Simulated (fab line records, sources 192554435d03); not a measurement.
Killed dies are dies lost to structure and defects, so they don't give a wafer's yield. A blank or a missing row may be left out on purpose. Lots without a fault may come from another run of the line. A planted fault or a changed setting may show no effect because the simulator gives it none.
Problem report in the 8D (eight disciplines) form, filled by code | flow n5_finfet | the parts of the form that need people (team, actions taken, sign-off) are left out

1. THE PROBLEM
spin_speed_rpm at N5_HKMG_FIN_COAT_29 reads a mean of 1370.4 rpm on 6 wafers of 2 lots; wafers without a fault read 1500.2 rpm with a standard deviation of 1.1. That is -99 or more standard deviations from the usual mean.
The step: time 60 s, resist thk 300 nm.
First seen on wafer L433.2, day 7 07:47, on litho_track-02. The record holds 12 wafers of 4 lots with a number at this step. Rule for "out", or "out of limits": more than 4 standard deviations from the usual mean. The other wafers with a number count as sound.

2. WHAT IT IS AND WHAT IT IS NOT
question                    | is                     | is not
which readings at this step | spin_speed_rpm         | -
which lots                  | L433, L436             | L427, L438
which wafers of those lots  | all that have a number | -
read on which tools         | litho_track-02         | litho_track-01
when                        | from day 7 07:47       | up to then (3 sound wafers); but 3 sound wafers of L438 came after

3. SUSPECTS, AND WHAT RULES EACH OUT
Counting: a tool at a process step up to the reading stays a suspect if it ran every lot that is out and no sound lot after the first of them.
- litho_track-02 at N5_HKMG_FIN_COAT_29 (time 60 s, resist thk 300 nm): kept. It ran every lot that is out, first L433 (day 7 07:47), and no sound lot after that; its last sound lot up to then is L427 (day 5 15:26). Its own readings are out on those wafers: spin_speed_rpm.
Left after counting: litho_track-02 at N5_HKMG_FIN_COAT_29.

4. THE CAUSE (what the simulator had put in)
Process parameter drift: litho_track-02, from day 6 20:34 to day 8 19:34, at N5_HKMG_FIN_COAT_29. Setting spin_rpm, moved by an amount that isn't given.
Counting left only this tool.

5. THE CHAIN OF EFFECTS, in route order
Each row: a reading whose mean over the struck wafers that have a number lies more than 3 standard deviations from the usual. Only readings for which the record gives a usual standard deviation are gone through. hours: the time from each lot's start at the first step in this table that gives one to its start at this step, as a median over the lots. sigmas: the change in usual standard deviations.
hours | step                | reading        | usual      | on struck wafers | change | sigmas
0     | N5_HKMG_FIN_COAT_29 | spin_speed_rpm | 1500.2 rpm | 1370.4           | -129.8 | -99 or more
The process steps in it:
- N5_HKMG_FIN_COAT_29: time 60 s, resist thk 300 nm.
Later measuring or inspecting steps at which every struck wafer that the step has a row for has a number for every such reading, and none has moved that far: N5_BEOL_M4_RC_MEAS_101.

6. WHAT WOULD HAVE CAUGHT IT SOONER
In this record the first reading out of limits was taken at day 7 07:47, 11 hours after the fault began at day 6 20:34.
